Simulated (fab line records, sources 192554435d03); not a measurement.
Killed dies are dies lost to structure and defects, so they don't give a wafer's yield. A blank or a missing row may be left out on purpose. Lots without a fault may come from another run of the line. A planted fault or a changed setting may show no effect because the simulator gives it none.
fab line records | flow n5_finfet | part 1 of 2: steps 1 to 24 of 33
record lots=5 wafers=15 last_day=18
route steps=1938 shown BEOL_M14@1755 BEOL_M15@1773
lots that met no fault: from a run of the same line without faults
start_h: hours from the record's first day to the start of the lot's first wafer shown | wait_h: hours since the lot's step before | " the same as in the row above | L1.1+2: a row that stands for several wafers | - no value, or no start given | * or withheld: withheld | < > ~ a bound
route shown NAME@n: a module of which the file shows steps, and the number in the route of the first | usual: mean/standard deviation of fault-free wafers | same: alike in all rows | chamber/n: place in a boat | sites: the reading at each site | _std_site: their standard deviation | _edge_site: outer sites' mean less inner sites' | radius_mm: how far each site lies from the wafer's centre | mask NAME#n: copy n | behind: the tool/chamber that last shaped the wafer | hold: why the lot was held/for how many hours/how that ended | device: the transistor (n, p or np) that didn't switch | end of line: the same wafers' tests at the end of the route | a step without rows: its recipe alone | killed: dies lost to structure and defects at the first sort, not the wafer's yield | map: a wafer's dies, x killed, . not, _ none there
set.NAME: the setting as run; set.NAME@STEP: as run at that earlier step | model.NAME: the simulator's own value behind a step, which no gauge read
lots at some steps of the route; a table a step, a row a wafer
services: from which hour (start_h, from the record's first day; less than 0 if before it) a tool's chamber was out of use, for how many hours, and why
## steps
# step N5_BEOL_M14_OCD_MEAS_35
# usual trench_depth_nm=557/8.6
# columns lot.wafer tool chamber start_h wait_h trench_depth_nm
L078.1 ocd-01 - 274.05 0.0 562
L078.2 " - " " 556
L078.3 " - " " 557
L080.2 ocd-02 - 286.19 0.0 562
L080.5 " - " " 563
L080.6 " - " " 568
L090.1 ocd-02 - 342.24 0.0 552
L090.4 " - " " 551
L090.6 " - " " 540
L087.1 ocd-01 - 343.29 0.0 547
L087.4 " - " " 546
L087.6 " - " " 550
L095.1 ocd-01 - 393.20 0.0 550
L095.3 " - " " 544
L095.5 " - " " 550
# step N5_BEOL_M14_STRIP_37
# recipe chemistry=O2 power_w=600 temp_c=60 pressure_mtorr=30 rf_frequency_hz=6e+07 bias_power_w=0 overash_fraction=0.3 o2_flow_sccm=225
# usual drypump_motor_current_A=5.6/0.41 oes_product_au=0.81/0.077 rf_vpp_V=3.6/0.95 showerhead_plenum_p_Torr=2.10/0.068 throttle_valve_pct=16.64/0.29
# columns lot.wafer tool chamber start_h wait_h drypump_motor_current_A oes_product_au rf_hours_counter_h rf_vpp_V showerhead_plenum_p_Torr throttle_valve_pct
L078.1 rie_diel-06 1 276.06 2.0 5.3 0.72 168 3.5 2.00 17.02
L078.2 " 2 " " 4.9 0.78 122 4.1 2.01 16.85
L078.3 " 3 " " 6.5 0.69 237 2.3 2.15 16.85
L080.2 rie_diel-06 1 287.88 1.7 5.3 0.73 173 5.0 2.00 17.07
L080.5 " 2 " " 4.9 0.78 - 3.0 2.01 16.79
L080.6 " 1 " " 5.3 0.74 - 3.8 2.00 17.03
L090.1 rie_diel-04 0 344.89 2.6 5.4 0.77 120 3.2 2.21 17.05
L090.4 " 3 " " 5.5 0.82 92 2.2 2.11 16.21
L090.6 " 0 " " 5.4 0.76 - 3.5 2.21 17.05
L087.1 rie_diel-04 3 345.80 2.5 5.5 0.80 92 2.5 2.11 16.27
L087.4 " 0 " " 5.4 0.76 121 4.9 2.21 17.02
L087.6 " 2 " " 5.6 0.79 - 2.4 2.11 16.25
L095.1 rie_diel-04 1 396.20 3.0 5.7 0.81 75 4.6 2.12 16.55
L095.3 " 1 " " 5.7 0.82 - 3.6 2.12 16.58
L095.5 " 3 " " 5.5 0.79 - 4.1 2.10 16.31
# step N5_BEOL_M14_ETCH_38
# recipe chemistry=CF4/N2 target=SiCN target_depth_a=1065 taper_deg=2 time_s=120.6 ion_energy_ev=150 mask_material=SiO2 pressure_mtorr=40 source_w=430 bias_w=70 Ar_flow_sccm=100 cf4_flow_sccm=60 n2_flow_sccm=60
# usual cf4_flow_sccm=60.01/0.18 drypump_motor_current_A=5.6/0.41 oes_product_au=0.81/0.075 rf_vpp_V=382.3/1.8 showerhead_plenum_p_Torr=2.21/0.069 throttle_valve_pct=15.42/0.28
# columns lot.wafer tool chamber start_h wait_h cf4_flow_sccm drypump_motor_current_A oes_product_au rf_hours_counter_h rf_vpp_V showerhead_plenum_p_Torr throttle_valve_pct
L078.1 rie_diel-06 1 - - 59.58 5.3 0.74 168 379.5 2.11 15.79
L078.2 " 2 " " 60.11 5.0 0.79 122 380.3 2.14 15.68
L078.3 " 3 " " 60.19 6.5 0.69 237 385.1 2.26 15.69
L080.2 rie_diel-06 1 - - 60.24 5.3 0.73 173 379.8 2.11 15.78
L080.5 " 2 " " 59.87 5.0 0.77 - 381.0 2.14 15.69
L080.6 " 1 " " 60.20 5.3 0.73 - 379.2 2.11 15.79
L090.1 rie_diel-04 0 - - 60.31 5.4 0.77 120 385.1 2.30 15.74
L090.4 " 3 " " 60.26 5.5 0.82 92 383.5 2.22 15.06
L090.6 " 0 " " 60.14 5.4 0.77 - 383.9 2.30 15.74
L087.1 rie_diel-04 3 - - 60.23 5.5 0.82 92 383.0 2.22 15.04
L087.4 " 0 " " 59.81 5.4 0.76 121 384.8 2.30 15.74
L087.6 " 2 " " 59.72 5.7 0.79 - 382.0 2.22 15.06
L095.1 rie_diel-04 1 - - 60.26 5.7 0.83 75 382.9 2.24 15.33
L095.3 " 1 " " 60.05 5.8 0.82 - 383.7 2.24 15.34
L095.5 " 3 " " 59.93 5.5 0.80 - 381.5 2.22 15.08
# step N5_BEOL_M14_PRECLEAN_39
# recipe chemistry=residue_remover time_s=60 temp_c=40
# columns lot.wafer tool chamber start_h wait_h
L078.1+2+3 wet_bench-04 1,6,3 276.30 -
L080.2+5+6 wet_bench-05 5,3,0 288.08 -
L090.1+4+6 wet_bench-04 0,3,7 345.08 -
L087.1+4+6 wet_bench-05 4,2,3 345.99 -
L095.1+3+5 wet_bench-04 5,1,4 396.48 -
# step N5_BEOL_M14_SRD_40
# recipe time_s=30 temp_c=23 rinse_liquid=diw dry=n2_spin spin_rpm=1500 dry_time_s=30
# columns lot.wafer tool chamber start_h wait_h
L078.1+2+3 wet_bench-04 1,6,3 276.32 0.0
L080.2+5+6 wet_bench-05 5,3,0 288.10 0.0
L090.1+4+6 wet_bench-04 0,3,7 345.10 0.0
L087.1+4+6 wet_bench-05 4,2,3 346.01 0.0
L095.1+3+5 wet_bench-04 5,1,4 396.50 0.0
# step N5_BEOL_M14_DEGAS_41
# recipe ambient=vacuum temp_c=300 time_s=60
# usual heater_power_w=477/54
# columns lot.wafer tool chamber start_h wait_h heater_power_w
L078.1 pvd_sputter-03 - 276.57 0.2 455
L078.2 " - " " 393
L078.3 " - " " 475
L080.2 pvd_sputter-03 - 288.35 0.2 465
L080.5 " - " " 468
L080.6 " - " " 424
L090.1 pvd_sputter-02 - 345.80 0.7 440
L090.4 " - " " 555
L090.6 " - " " 491
L087.1 pvd_sputter-02 - 346.22 0.2 477
L087.4 " - " " 443
L087.6 " - " " 500
L095.1 pvd_sputter-01 - 396.76 0.2 482
L095.3 " - " " 395
L095.5 " - " " 478
# step N5_BEOL_M14_PRE_CLEAN_42
# recipe gas=H2/He time_s=30 temp_c=300
# usual heater_power_w=477/54
# columns lot.wafer tool chamber start_h wait_h heater_power_w
L078.1 pvd_sputter-03 - 276.61 0.0 451
L078.2 " - " " 394
L078.3 " - " " 483
L080.2 pvd_sputter-03 - 288.39 0.0 444
L080.5 " - " " 482
L080.6 " - " " 445
L090.1 pvd_sputter-02 - 345.84 0.0 443
L090.4 " - " " 552
L090.6 " - " " 494
L087.1 pvd_sputter-02 - 346.26 0.0 484
L087.4 " - " " 441
L087.6 " - " " 492
L095.1 pvd_sputter-01 - 396.80 0.0 486
L095.3 " - " " 391
L095.5 " - " " 477
# step N5_BEOL_M14_SPUTTER_43
# recipe material=TaN target_thk_a=150 temp_c=50 bias_v=168.6 power_w=15000 chamber_pressure_pa=0.12 time_s=24.19
# usual throttle_valve_pct=30.2/1.4
# columns lot.wafer tool chamber start_h wait_h throttle_valve_pct
L078.1 pvd_sputter-03 - 276.65 0.0 30.0
L078.2 " - " " 30.9
L078.3 " - " " 28.8
L080.2 pvd_sputter-03 - 288.43 0.0 30.0
L080.5 " - " " 28.9
L080.6 " - " " 30.3
L090.1 pvd_sputter-02 - 345.88 0.0 30.1
L090.4 " - " " 32.9
L090.6 " - " " 28.0
L087.1 pvd_sputter-02 - 346.30 0.0 28.3
L087.4 " - " " 30.0
L087.6 " - " " 28.0
L095.1 pvd_sputter-01 - 396.84 0.0 30.8
L095.3 " - " " 29.5
L095.5 " - " " 30.3
# step N5_BEOL_M14_SPUTTER_44
# recipe material=Ta target_thk_a=150 temp_c=50 bias_v=80 power_w=15000 chamber_pressure_pa=0.07 time_s=24.19
# usual throttle_valve_pct=30.2/1.4
# columns lot.wafer tool chamber start_h wait_h throttle_valve_pct
L078.1 pvd_sputter-03 - 276.73 0.0 29.9
L078.2 " - " " 30.8
L078.3 " - " " 29.0
L080.2 pvd_sputter-03 - 288.51 0.0 29.9
L080.5 " - " " 29.1
L080.6 " - " " 30.5
L090.1 pvd_sputter-02 - 345.96 0.0 30.3
L090.4 " - " " 32.8
L090.6 " - " " 28.2
L087.1 pvd_sputter-02 - 346.38 0.0 28.1
L087.4 " - " " 30.0
L087.6 " - " " 27.9
L095.1 pvd_sputter-01 - 396.92 0.0 30.8
L095.3 " - " " 29.8
L095.5 " - " " 30.6
# step N5_BEOL_M14_SPUTTER_45
# recipe material=Cu target_thk_a=1000 temp_c=-20 bias_v=60 power_w=26000 chamber_pressure_pa=0.13 time_s=16.67
# usual throttle_valve_pct=30.2/1.4
# columns lot.wafer tool chamber start_h wait_h throttle_valve_pct
L078.1 pvd_sputter-03 - 276.81 0.0 29.9
L078.2 " - " " 30.9
L078.3 " - " " 29.0
L080.2 pvd_sputter-03 - 288.59 0.0 30.0
L080.5 " - " " 28.7
L080.6 " - " " 30.2
L090.1 pvd_sputter-02 - 346.04 0.0 30.1
L090.4 " - " " 33.2
L090.6 " - " " 28.0
L087.1 pvd_sputter-02 - 346.46 0.0 27.9
L087.4 " - " " 29.8
L087.6 " - " " 27.8
L095.1 pvd_sputter-01 - 397.00 0.0 30.9
L095.3 " - " " 29.7
L095.5 " - " " 30.7
# step N5_BEOL_M14_ECD_47
# recipe material=Cu target_thk_a=12480
# columns lot.wafer tool chamber start_h wait_h
L078.1+2+3 ecd_cu-01 0,1,1 276.92 0.1
L080.2+5+6 ecd_cu-02 0,1,0 288.71 0.1
L090.1+4+6 ecd_cu-02 0,0,1 346.16 0.1
L087.1+4+6 ecd_cu-01 0,1,0 346.58 0.1
L095.1+3+5 ecd_cu-02 0,0,1 397.12 0.1
# step N5_BEOL_M14_ANNEAL_48
# recipe temp_c=225 time_s=90 ambient=N2
# usual anneal_temp_c=225.02/0.18 wafer_temp_C_max=225.91/0.23
# columns lot.wafer tool chamber start_h wait_h anneal_temp_c wafer_temp_C_max
L078.1 rtp_anneal-02 0 277.11 0.1 225.18 225.69
L078.2 " 0 " " 225.11 226.45
L078.3 " 0 " " 225.13 225.89
L080.2 rtp_anneal-01 0 288.94 0.2 224.96 225.93
L080.5 " 0 " " 224.88 225.85
L080.6 " 0 " " 224.87 226.04
L090.1 rtp_anneal-01 0 346.36 0.1 224.81 225.76
L090.4 " 0 " " 225.05 225.67
L090.6 " 0 " " 225.25 226.06
L087.1 rtp_anneal-01 0 346.77 0.1 225.21 225.70
L087.4 " 0 " " 224.80 225.85
L087.6 " 0 " " 225.15 226.14
L095.1 rtp_anneal-02 0 400.49 3.3 224.83 225.90
L095.3 " 0 " " 225.07 225.95
L095.5 " 0 " " 224.71 225.58
# step N5_BEOL_M14_CMP_49
# recipe stop_on=SiO2 t_overpolish_s=5.2 down_force_psi=2 platen_rpm=80 clearing_platen_down_force_psi=2 clearing_platen_rpm=80 post_cmp_clean=cu_alkaline target_thk_nm=560 clearing_platen_pad_velocity_m_s=1.5917 pad_velocity_m_s=1.5917
# usual barrier_field_endpoint_s=11.38/0.23 clearing_platen_down_force_psi=2.000/0.004 motor_current_A=7.9/0.91 overpolish_run_s=5.199/0.0085 time_to_endpoint_s=122/3.9
# columns lot.wafer tool chamber start_h wait_h barrier_field_endpoint_s clearing_platen_down_force_psi motor_current_A overpolish_run_s time_to_endpoint_s
L078.2 cmp-03 3 277.41 0.2 11.53 1.990 7.8 5.195 127
L078.1 " 1 " " 11.53 2.001 8.0 5.200 128
L078.3 " 2 " " 11.29 2.001 7.8 5.207 121
L080.2 cmp-01 1 289.27 0.3 11.28 1.999 8.7 5.193 122
L080.5 " 3 " " 11.47 2.001 7.0 5.206 125
L080.6 " 0 " " 11.33 1.999 8.5 5.195 123
L090.4 cmp-01 0 346.70 0.2 11.61 2.004 8.7 5.199 123
L090.1 " 2 " " 11.26 2.002 8.8 5.214 121
L090.6 " 0 " " 11.20 2.000 8.8 5.190 120
L087.1 cmp-03 0 347.07 0.3 11.07 2.000 6.8 5.184 116
L087.4 " 2 " " 11.02 1.997 7.9 5.193 116
L087.6 " 0 " " 11.36 1.996 7.2 5.194 122
L095.3 cmp-04 1 400.79 0.2 11.92 2.003 8.5 5.196 128
L095.1 " 3 " " 11.28 2.003 5.9 5.203 118
L095.5 " 2 " " 11.99 1.998 9.3 5.196 128
# step N5_BEOL_M14_THK_MEAS_50
# recipe thk_meas_gauge=xrf reads=Cu_of_BEOL_M14_ECD_47
# usual M14_THK=552/11
# columns lot.wafer tool chamber start_h wait_h M14_THK[nm]
L078.1 film_metro-02 - 277.71 - 557
L078.2 " - " " 553
L078.3 " - " " 555
L080.2 film_metro-02 - 289.49 - 562
L080.5 " - " " 566
L080.6 " - " " 567
L090.1 film_metro-01 - 346.96 - 543
L090.4 " - " " 539
L090.6 " - " " 531
L087.1 film_metro-01 - 347.36 - 536
L087.4 " - " " 538
L087.6 " - " " 540
L095.1 film_metro-02 - 401.08 - 547
L095.3 " - " " 543
L095.5 " - " " 547
# step N5_BEOL_M14_PRE_CLEAN_52
# recipe gas=NH3 time_s=15 temp_c=withheld rf_power_w=300
# columns lot.wafer tool chamber start_h wait_h
L078.1+2+3 pecvd-02 1,2,0 277.74 0.0
L080.2+5+6 pecvd-04 2,1,0 289.53 0.0
L090.1+4+6 pecvd-01 1 347.00 0.0
L087.1+4+6 pecvd-01 1 347.40 0.0
L095.1+3+5 pecvd-01 2,0,2 401.12 0.0
# step N5_BEOL_M14_DEP_53
# recipe material=SiCN target_thk_a=500 temp_c=withheld precursor=3MS/NH3 pressure_torr=3 rf_w=675 time_s=17.8
# usual showerhead_plenum_p_Torr=4.146/0.019 throttle_valve_pct=17.8/0.74
# columns lot.wafer tool chamber start_h wait_h showerhead_plenum_p_Torr throttle_valve_pct
L078.1 pecvd-02 1 277.77 0.0 4.149 18.2
L078.2 " 2 " " 4.156 17.8
L078.3 " 0 " " 4.159 18.2
L080.2 pecvd-04 2 289.55 0.0 4.126 17.5
L080.5 " 1 " " 4.140 17.3
L080.6 " 0 " " 4.164 18.5
L090.1 pecvd-01 1 347.07 0.1 4.126 17.5
L090.4 " 1 " " 4.119 17.8
L090.6 " 1 " " 4.121 17.6
L087.1 pecvd-01 1 347.48 0.1 4.130 18.0
L087.4 " 1 " " 4.134 17.5
L087.6 " 1 " " 4.124 17.6
L095.1 pecvd-01 2 401.16 0.0 4.166 16.7
L095.3 " 0 " " 4.149 19.1
L095.5 " 2 " " 4.166 16.4
# step N5_BEOL_M14_RS_MEAS_54
# recipe thk_meas_gauge=four-point-probe reads=Cu_of_BEOL_M14_ECD_47+Ta_of_BEOL_M14_SPUTTER_44+TaN_of_BEOL_M14_SPUTTER_43
# usual M14_RS=0.0331/0.00053
# columns lot.wafer tool chamber start_h wait_h M14_RS[ohm/sq]
L078.1 film_metro-01 - 277.83 0.0 0.0327
L078.2 " - " " 0.0332
L078.3 " - " " 0.0331
L080.2 film_metro-01 - 289.62 0.1 0.0328
L080.5 " - " " 0.0326
L080.6 " - " " 0.0324
L090.1 film_metro-01 - 347.21 0.1 0.0334
L090.4 " - " " 0.0335
L090.6 " - " " 0.0341
L087.1 film_metro-01 - 347.61 0.1 0.0339
L087.4 " - " " 0.0339
L087.6 " - " " 0.0336
L095.1 film_metro-01 - 401.24 0.1 0.0336
L095.3 " - " " 0.0339
L095.5 " - " " 0.0337
# step N5_BEOL_M14_INSPECT_55
# recipe inspect_instrument=darkfield mode=post_dep
# usual raw_defect_count=75/26
# columns lot.wafer tool chamber start_h wait_h raw_defect_count
L078.1 defect_inspect-01 - 277.86 0.0 131
L078.2 " - " " 57
L078.3 " - " " 66
L080.2 defect_inspect-02 - 289.65 0.0 88
L080.5 " - " " 58
L080.6 " - " " 70
L090.1 defect_inspect-01 - 347.23 0.0 73
L090.4 " - " " 49
L090.6 " - " " 31
L087.1 defect_inspect-02 - 347.64 0.0 74
L087.4 " - " " 48
L087.6 " - " " 45
L095.1 defect_inspect-02 - 401.27 0.0 81
L095.3 " - " " 169
L095.5 " - " " 90
# step N5_BEOL_M15_ILD_DEP_00
# recipe material=SiO2 target_thk_a=16293 temp_c=400 precursor=TEOS/O2 pressure_torr=6.5 rf_w=900 teos_flow_sccm=161.4 gas=O2 flow_sccm=2650 time_s=346.1
# usual heater_power_w=571/110 showerhead_plenum_p_Torr=8.324/0.028 throttle_valve_pct=18.8/1.3
# columns lot.wafer tool chamber start_h wait_h heater_power_w showerhead_plenum_p_Torr throttle_valve_pct
L078.1 pecvd-03 1 277.90 0.0 491 8.313 20.3
L078.2 " 2 " " 374 8.321 15.8
L078.3 " 0 " " 567 8.311 20.6
L080.2 pecvd-02 0 289.68 0.0 590 8.333 19.0
L080.5 " 1 " " 381 8.311 18.7
L080.6 " 2 " " 762 8.359 18.7
L090.1 pecvd-04 2 347.27 0.0 682 8.301 18.4
L090.4 " 0 " " 664 8.378 18.8
L090.6 " 1 " " 741 8.324 17.9
L087.1 pecvd-04 0 347.67 0.0 661 8.346 19.1
L087.4 " 2 " " 755 8.281 18.3
L087.6 " 1 " " 709 8.320 17.8
L095.1 pecvd-02 1 401.31 0.0 524 8.343 18.9
L095.3 " 0 " " 606 8.351 18.8
L095.5 " 2 " " 760 8.363 18.8
# step N5_BEOL_M15_THK_MEAS_01
# recipe reads=SiO2_of_BEOL_M15_ILD_DEP_00
# usual M15_ILD_THK=1631/21
# columns lot.wafer tool chamber start_h wait_h M15_ILD_THK[nm]
L078.1 film_metro-02 - 278.15 0.1 1606
L078.2 " - " " 1606
L078.3 " - " " 1618
L080.2 film_metro-02 - 289.93 0.1 1592
L080.5 " - " " 1627
L080.6 " - " " 1657
L090.1 film_metro-01 - 347.52 0.1 1612
L090.4 " - " " 1638
L090.6 " - " " 1670
L087.1 film_metro-01 - 347.92 0.1 1615
L087.4 " - " " 1632
L087.6 " - " " 1654
L095.1 film_metro-02 - 401.55 0.1 1591
L095.3 " - " " 1603
L095.5 " - " " 1635
# step N5_BEOL_M15_COAT_58
# recipe resist=BARC temp_c=205 time_s=60 spin_rpm=1500 resist_thk_nm=89
# usual heater_power_total_W=391.5/1.3
# columns lot.wafer tool chamber start_h wait_h heater_power_total_W
L078.1 litho_track-01 0 278.18 0.0 389.6
L078.2 " 0 " " 392.5
L078.3 " 0 " " 390.2
L080.2 litho_track-01 0 289.96 0.0 392.0
L080.5 " 0 " " 389.5
L080.6 " 0 " " 391.1
L090.1 litho_track-05 0 347.55 0.0 393.6
L090.4 " 0 " " 391.6
L090.6 " 0 " " 391.6
L087.1 litho_track-05 0 347.96 0.0 393.5
L087.4 " 0 " " 392.3
L087.6 " 0 " " 390.3
L095.1 litho_track-01 0 401.59 0.0 392.8
L095.3 " 0 " " 390.2
L095.5 " 0 " " 391.9
# step N5_BEOL_M15_COAT_04
# recipe spin_rpm=1704 resist_thk_nm=800
# columns lot.wafer tool chamber start_h wait_h
L078.1+2+3 litho_track-01 0 - -
L080.2+5+6 litho_track-01 0 - -
L090.1+4+6 litho_track-05 0 - -
L087.1+4+6 litho_track-05 0 - -
L095.1+3+5 litho_track-01 0 - -
# step N5_BEOL_M15_EBR_06
# recipe solvent=PGMEA ebr_width_mm=1.5
# columns lot.wafer tool chamber start_h wait_h
L078.1+2+3 litho_track-01 0 - -
L080.2+5+6 litho_track-01 0 - -
L090.1+4+6 litho_track-05 0 - -
L087.1+4+6 litho_track-05 0 - -
L095.1+3+5 litho_track-01 0 - -
# step N5_BEOL_M15_SOFTBAKE_05
# recipe temp_c=130 time_s=60
# usual heater_power_total_W=218.9/1.6
# columns lot.wafer tool chamber start_h wait_h heater_power_total_W
L078.1 litho_track-01 0 - - 216.5
L078.2 " 0 " " 217.0
L078.3 " 0 " " 216.9
L080.2 litho_track-01 0 - - 217.7
L080.5 " 0 " " 220.8
L080.6 " 0 " " 216.9
L090.1 litho_track-05 0 - - 221.0
L090.4 " 0 " " 220.5
L090.6 " 0 " " 216.9
L087.1 litho_track-05 0 - - 220.4
L087.4 " 0 " " 217.7
L087.6 " 0 " " 217.3
L095.1 litho_track-01 0 - - 219.4
L095.3 " 0 " " 217.1
L095.5 " 0 " " 216.5
